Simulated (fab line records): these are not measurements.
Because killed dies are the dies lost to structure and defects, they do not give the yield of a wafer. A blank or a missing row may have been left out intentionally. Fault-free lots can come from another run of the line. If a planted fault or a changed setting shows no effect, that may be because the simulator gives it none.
Lot-split experiment | flow n5 finfet | on a route of 1938 steps: 7 lots, 21 wafers read

## THE SPLIT ITSELF
At N5_PMOS_HMC_CHANNEL_EPI_EXPOSE_06 (exposes mask PMOS HMC BLK, target cd 240 nm), the setting dose mj was moved away from the recipe's 41 on 5 of the 21 wafers read, by -6.8% to +5.7%. For the rest of the wafers, this setting stayed at what the recipe calls for.

## FROM THE SPLIT TO THE READING: what the file shows between them, 2 steps
- N5_PMOS_HMC_CHANNEL_EPI_PEB_07: peb time 60 s
- N5_PMOS_HMC_CHANNEL_EPI_DEVELOP_08: develop time 30 s

## THE READING
cd nm, in nm, at N5_PMOS_HMC_CHANNEL_EPI_CD_MEAS_09 (target cd 237.4 nm). A value of 237.6 nm with a standard deviation of 0.92 nm is what fault-free wafers of this fab line usually give.

wafer  | tool, chamber at the split | dose mj as run | against the recipe | cd nm, nm | against lot-mates on the recipe
L074.2 | arfi scanner-01, 0         | 41             | recipe             | 236.6     | -
L074.5 | arfi scanner-01, 0         | 41             | recipe             | 237.7     | -
L074.6 | arfi scanner-01, 0         | 41             | recipe             | 237.1     | -
L077.1 | arfi scanner-03, 0         | 41             | recipe             | 237.6     | -
L077.3 | arfi scanner-03, 0         | 41             | recipe             | 238.6     | -
L077.4 | arfi scanner-03, 0         | 41             | recipe             | 240.1     | -
L079.3 | arfi scanner-03, 0         | 43.05          | +5.0%              | 241.8     | +4.0
L079.5 | arfi scanner-03, 0         | 41             | recipe             | 237.8     | -
L079.6 | arfi scanner-03, 0         | 43.05          | +5.0%              | 240.9     | +3.1
L080.2 | arfi scanner-01, 0         | 41             | recipe             | 238.7     | -
L080.3 | arfi scanner-01, 0         | 41             | recipe             | 239.5     | -
L080.5 | arfi scanner-01, 0         | 38.2           | -6.8%              | 233.3     | -5.8
L090.4 | arfi scanner-03, 0         | 41             | recipe             | 237.8     | -
L090.5 | arfi scanner-03, 0         | 41             | recipe             | 236.9     | -
L090.6 | arfi scanner-03, 0         | 41             | recipe             | 238.0     | -
L093.3 | arfi scanner-01, 0         | 39.42          | -3.9%              | 233.6     | -3.9
L093.5 | arfi scanner-01, 0         | 41             | recipe             | 237.1     | -
L093.6 | arfi scanner-01, 0         | 41             | recipe             | 237.9     | -
L097.1 | arfi scanner-03, 0         | 43.35          | +5.7%              | 243.3     | +4.2
L097.3 | arfi scanner-03, 0         | 41             | recipe             | 238.0     | -
L097.4 | arfi scanner-03, 0         | 41             | recipe             | 240.1     | -

THE FIT
A straight line over all 21 wafers: cd nm changes by +0.782 nm for each +1% of dose mj; r = +0.90; the points scatter about the line by 1.1 nm.
The same after taking each lot's own level away (the mean of its wafers on the recipe; 21 wafers): +0.797 nm for each +1%; r = +0.96; scatter 0.68 nm.
According to that fit, moving dose mj by its largest amount changes the reading by 5.4 nm.
From 237.13 to 239.10 nm: that is the span of the lots' own levels, equal to 2.1 times the standard deviation above.
Consequently the slope shifts little with the lot-to-lot level, the two slopes agreeing.
Check: with one of the wafers moved furthest among these (-6.8%) left out of the fit, the line predicts -5.4 nm for it against its lot-mates. It came out at -5.8 nm against them.

## ADDITIONAL SPLITS CARRIED BY THESE WAFERS
These wafers also went through other splits before the reading. Each is held against what the fit with the lots' levels taken away leaves over:
other split on the same wafers           | wafers away from the commonest value | r with cd nm (lot level and that fit taken away)
N5_ZERO_LAYER_EXPOSE_08 dose mj          | 5                                    | -0.20
N5_ZERO_LAYER_DESCUM_16 time s           | 3                                    | -0.20
N5_PMOS_HMC_CHANNEL_EPI_HM_DEP_34 time s | 8                                    | -0.01

## THE WHOLE CHAIN: every reading that the file lists as answering this split, in the file's order
step                               | what it does                                                           | reading                                                                     | change (the file's fit)               | r (the file's)
N5_PMOS_HMC_CHANNEL_EPI_CD_MEAS_09 | target cd 237.4 nm                                                     | cd nm                                                                       | +0.804 nm for each +1% of the setting | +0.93
N5_PMOS_HMC_CHANNEL_EPI_DESCUM_14  | chemistry O2, time 7.9 s                                               | PMOS_HMC_CHANNEL_EPI.cd nm (the simulator's own value, which no gauge read) | +0.832 nm for each +1% of the setting | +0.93
N5_PMOS_HMC_CHANNEL_EPI_ETCH_32    | etches BARC in N2/H2, stops on SiO2, target depth 85.8 nm, time 50.3 s | PMOS_HMC_CHANNEL_EPI.cd nm (the simulator's own value, which no gauge read) | +0.783 nm for each +1% of the setting | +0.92
N5_PMOS_HMC_CHANNEL_EPI_HM_OPEN_15 | chemistry CHF3/O2, target SiO2, target depth 40.6 nm, time 20.3 s      | PMOS_HMC_CHANNEL_EPI.cd nm (the simulator's own value, which no gauge read) | +0.788 nm for each +1% of the setting | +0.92

## FILE'S OWN FIT
cd nm changes by +0.804 nm for each +1% of dose mj, r = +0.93.
